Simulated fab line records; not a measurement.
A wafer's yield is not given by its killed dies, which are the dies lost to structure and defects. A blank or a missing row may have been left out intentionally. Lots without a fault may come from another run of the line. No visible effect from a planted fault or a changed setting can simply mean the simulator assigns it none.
Split-lot study :: flow n5 finfet :: 21 wafers read across 7 lots, on a route 1938 steps long

== ON THE SPLIT ==
At N5_BEOL_M12_COAT_04 (resist thk 400 nm), the setting spin rpm was moved away from the recipe's 1625 rpm on 8 of the 21 wafers read, by -9.5% to +4.4%. This setting was run at the recipe's value on the other wafers.

The reading comes from the split's own step.

== THE READING ==
coat_of_BEOL_M12_COAT_04.thk nm (the simulator's own value, which no gauge read), in nm, at N5_BEOL_M12_COAT_04 (resist thk 400 nm). No usual value for it is given in the file. The 13 wafers here that ran the recipe average 400.5 nm, standard deviation 1.2 nm.

wafer: L075.1
tool, chamber at the split: litho track-02, 0
spin rpm as run, rpm: 1625
against the recipe: recipe
coat_of_BEOL_M12_COAT_04.thk nm, nm: 401
against lot-mates on the recipe: -

wafer: L075.2
tool, chamber at the split: litho track-02, 0
spin rpm as run, rpm: 1625
against the recipe: recipe
coat_of_BEOL_M12_COAT_04.thk nm, nm: 403
against lot-mates on the recipe: -

wafer: L075.4
tool, chamber at the split: litho track-02, 0
spin rpm as run, rpm: 1470
against the recipe: -9.5%
coat_of_BEOL_M12_COAT_04.thk nm, nm: 422.6
against lot-mates on the recipe: +20.6

wafer: L084.4
tool, chamber at the split: litho track-02, 0
spin rpm as run, rpm: 1696
against the recipe: +4.4%
coat_of_BEOL_M12_COAT_04.thk nm, nm: 393.2
against lot-mates on the recipe: -8.6

wafer: L084.5
tool, chamber at the split: litho track-02, 0
spin rpm as run, rpm: 1625
against the recipe: recipe
coat_of_BEOL_M12_COAT_04.thk nm, nm: 401.8
against lot-mates on the recipe: -

wafer: L084.6
tool, chamber at the split: litho track-02, 0
spin rpm as run, rpm: 1696
against the recipe: +4.4%
coat_of_BEOL_M12_COAT_04.thk nm, nm: 394.2
against lot-mates on the recipe: -7.6

wafer: L085.1
tool, chamber at the split: litho track-01, 0
spin rpm as run, rpm: 1625
against the recipe: recipe
coat_of_BEOL_M12_COAT_04.thk nm, nm: 401
against lot-mates on the recipe: -

wafer: L085.3
tool, chamber at the split: litho track-01, 0
spin rpm as run, rpm: 1625
against the recipe: recipe
coat_of_BEOL_M12_COAT_04.thk nm, nm: 401.2
against lot-mates on the recipe: -

wafer: L085.4
tool, chamber at the split: litho track-01, 0
spin rpm as run, rpm: 1625
against the recipe: recipe
coat_of_BEOL_M12_COAT_04.thk nm, nm: 399.4
against lot-mates on the recipe: -

wafer: L090.1
tool, chamber at the split: litho track-02, 0
spin rpm as run, rpm: 1625
against the recipe: recipe
coat_of_BEOL_M12_COAT_04.thk nm, nm: 401
against lot-mates on the recipe: -

wafer: L090.2
tool, chamber at the split: litho track-02, 0
spin rpm as run, rpm: 1625
against the recipe: recipe
coat_of_BEOL_M12_COAT_04.thk nm, nm: 399.6
against lot-mates on the recipe: -

wafer: L090.3
tool, chamber at the split: litho track-02, 0
spin rpm as run, rpm: 1503
against the recipe: -7.5%
coat_of_BEOL_M12_COAT_04.thk nm, nm: 416.8
against lot-mates on the recipe: +16.5

wafer: L091.1
tool, chamber at the split: litho track-02, 0
spin rpm as run, rpm: 1688
against the recipe: +3.9%
coat_of_BEOL_M12_COAT_04.thk nm, nm: 392.4
against lot-mates on the recipe: no lot-mate on the recipe

wafer: L091.2
tool, chamber at the split: litho track-02, 0
spin rpm as run, rpm: 1688
against the recipe: +3.9%
coat_of_BEOL_M12_COAT_04.thk nm, nm: 391.4
against lot-mates on the recipe: no lot-mate on the recipe

wafer: L091.6
tool, chamber at the split: litho track-02, 0
spin rpm as run, rpm: 1688
against the recipe: +3.9%
coat_of_BEOL_M12_COAT_04.thk nm, nm: 391.2
against lot-mates on the recipe: no lot-mate on the recipe

wafer: L089.1
tool, chamber at the split: litho track-01, 0
spin rpm as run, rpm: 1625
against the recipe: recipe
coat_of_BEOL_M12_COAT_04.thk nm, nm: 399.4
against lot-mates on the recipe: -

wafer: L089.4
tool, chamber at the split: litho track-01, 0
spin rpm as run, rpm: 1625
against the recipe: recipe
coat_of_BEOL_M12_COAT_04.thk nm, nm: 399.4
against lot-mates on the recipe: -

wafer: L089.5
tool, chamber at the split: litho track-01, 0
spin rpm as run, rpm: 1625
against the recipe: recipe
coat_of_BEOL_M12_COAT_04.thk nm, nm: 400.8
against lot-mates on the recipe: -

wafer: L097.2
tool, chamber at the split: litho track-02, 0
spin rpm as run, rpm: 1682
against the recipe: +3.5%
coat_of_BEOL_M12_COAT_04.thk nm, nm: 393.2
against lot-mates on the recipe: -6.2

wafer: L097.3
tool, chamber at the split: litho track-02, 0
spin rpm as run, rpm: 1625
against the recipe: recipe
coat_of_BEOL_M12_COAT_04.thk nm, nm: 398.4
against lot-mates on the recipe: -

wafer: L097.4
tool, chamber at the split: litho track-02, 0
spin rpm as run, rpm: 1625
against the recipe: recipe
coat_of_BEOL_M12_COAT_04.thk nm, nm: 400.4
against lot-mates on the recipe: -

FIT RESULTS
A straight line over all 21 wafers: coat_of_BEOL_M12_COAT_04.thk nm changes by -2.15 nm for each +1% of spin rpm; r = -0.98; the points scatter about the line by 1.4 nm.
The same after taking each lot's own level away (the mean of its wafers on the recipe; 18 wafers): -2.08 nm for each +1%; r = -0.99; scatter 0.87 nm.
That fit puts the effect of the largest move of spin rpm on the reading at 20 nm.
The span of the lots' own levels, 399.40 to 402.00 nm, comes to 2.2 times the standard deviation stated above.
The two slopes are in agreement: the lot-to-lot level therefore moves the slope only a little.
Check: for one of the wafers moved furthest among these (-9.5%), held out of the fit, the line's prediction against its lot-mates is +19.6 nm. Against them it came out at +20.6 nm.

== THE OTHER SPLITS THESE WAFERS WENT THROUGH ==
Before the reading, these wafers also passed through other splits. Each is held against what the fit with the lots' levels taken away leaves over:
other split on the same wafers: N5_BEOL_M9_DESCUM_16 time s
wafers away from the commonest value: 5
r with coat_of_BEOL_M12_COAT_04.thk nm (lot level and that fit taken away): +0.12

other split on the same wafers: N5_BEOL_M9_ETCH_62 time s
wafers away from the commonest value: 9
r with coat_of_BEOL_M12_COAT_04.thk nm (lot level and that fit taken away): -0.15

other split on the same wafers: N5_BEOL_M10_TRENCH_ETCH_37 time s
wafers away from the commonest value: 8
r with coat_of_BEOL_M12_COAT_04.thk nm (lot level and that fit taken away): +0.02

other split on the same wafers: N5_BEOL_M11_VIA_ETCH_34 time s
wafers away from the commonest value: 8
r with coat_of_BEOL_M12_COAT_04.thk nm (lot level and that fit taken away): -0.16

other split on the same wafers: N5_BEOL_M11_TRENCH_ETCH_37 time s
wafers away from the commonest value: 4
r with coat_of_BEOL_M12_COAT_04.thk nm (lot level and that fit taken away): +0.36

== THE FILE'S OWN FIT ==
coat_of_BEOL_M12_COAT_04.thk nm changes by -2.11 nm for each +1% of spin rpm, r = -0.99.
